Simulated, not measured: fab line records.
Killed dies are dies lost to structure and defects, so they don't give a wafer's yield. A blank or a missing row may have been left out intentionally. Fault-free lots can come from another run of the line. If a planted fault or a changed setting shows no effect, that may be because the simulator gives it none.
Which tool was responsible? | flow nand harc | 7 lots with 20 wafers sampled at 4 steps, on a route of 1302 steps

== WHAT THE GAUGES SHOWED, per wafer ==
NHARC_A_ONON_D2_THK_MEAS_14: measures by ellipsometry.
lot  | measured     | on            | thk nm (nm)
L245 | day 13 12:53 | film metro-02 | 982 981 982
L247 | day 14 17:16 | film metro-02 | 1016 1016 1015
L249 | day 15 06:14 | film metro-01 | 993 994 993
L251 | day 16 04:36 | film metro-01 | 1003 1003 1003
L253 | day 17 04:29 | film metro-02 | 995 994 995
L257 | day 18 15:10 | film metro-01 | 993 992 993
L264 | day 21 09:58 | film metro-02 | 647 1015

== EACH LOT AND THE TOOL THAT RAN IT (in order: tool; ch and the chambers of the sampled wafers; start) ==
lot  | NHARC_A_CHANNEL_FILL_D1_ETCHBACK_08           | NHARC_A_DECK1_JOINT_ETCHBACK_07  | NHARC_A_ONON_D2_DEP_12
L245 | rie diel-13 ch 0,1,2, day 12 01:42 or earlier | rie si-05 ch 0,2,3, day 12 01:42 | pecvd onon-01 ch 0, day 13 12:26
L247 | rie diel-11 ch 0,2,3, day 12 22:12 or earlier | rie si-01 ch 1,3, day 12 22:12   | pecvd onon-04 ch 0, day 14 16:49
L249 | rie diel-13 ch 1,2, day 13 16:52 or earlier   | rie si-05 ch 1,2,3, day 13 16:52 | pecvd onon-03 ch 0, day 15 05:44
L251 | rie diel-03 ch 1,2,3, day 14 16:49 or earlier | rie si-05 ch 1,2, day 14 16:49   | pecvd onon-03 ch 0, day 16 04:13
L253 | rie diel-03 ch 0,3, day 15 15:44 or earlier   | rie si-06 ch 1,2, day 15 15:44   | pecvd onon-04 ch 0, day 17 04:02
L257 | rie diel-11 ch 2,3, day 17 00:40 or earlier   | rie si-06 ch 2,3, day 17 00:40   | pecvd onon-03 ch 0, day 18 14:42
L264 | rie diel-03 ch 0,3, day 20 00:13 or earlier   | rie si-05 ch 2,3, day 20 00:13   | pecvd onon-03 ch 0, day 21 09:37
- NHARC_A_CHANNEL_FILL_D1_ETCHBACK_08: etches the open film in C4F8, target depth 220 nm, time 110 s.
- NHARC_A_DECK1_JOINT_ETCHBACK_07: etches the open film in HBr, target depth 105 nm, time 26.9 s.
- NHARC_A_ONON_D2_DEP_12: target thk 1000 nm.

== THE ANSWER, worked out from the rows above alone ==
Rule: usual is defined by the lots themselves. The widest of any qualifying gaps counts: lots, ordered by their means at a reading, are off when they make up no more than a third of the lots, leave a main group of 4 or more, and stand apart from it by 3 or more times the standard deviation of that group's means. Not used: any main group whose means are identical at the precision the tables above print for the reading. Also off: a lot with no number at a reading for which 4 or more lots have one. Any other lot the step has rows for is counted as sound.
Off at NHARC_A_ONON_D2_THK_MEAS_14 (thk nm): L264. The main group has a mean of 997 nm with a standard deviation of 10.
If a tool, at a process step before that reading, ran all the lots that are off and no sound lot after the first of them, it fits. Those tools and the gauges at NHARC_A_ONON_D2_THK_MEAS_14 are tried in the same way. With no start given for some of its lots, NHARC_A_CHANNEL_FILL_D1_ETCHBACK_08 uses the hours and lot order of NHARC_A_DECK1_JOINT_ETCHBACK_07. Can't be told from this: 4 tools fit, rie diel-03 at NHARC_A_CHANNEL_FILL_D1_ETCHBACK_08, rie si-05 at NHARC_A_DECK1_JOINT_ETCHBACK_07, pecvd onon-03 at NHARC_A_ONON_D2_DEP_12, film metro-02 at NHARC_A_ONON_D2_THK_MEAS_14.

== WHAT THE SIMULATOR HAD PUT IN ==
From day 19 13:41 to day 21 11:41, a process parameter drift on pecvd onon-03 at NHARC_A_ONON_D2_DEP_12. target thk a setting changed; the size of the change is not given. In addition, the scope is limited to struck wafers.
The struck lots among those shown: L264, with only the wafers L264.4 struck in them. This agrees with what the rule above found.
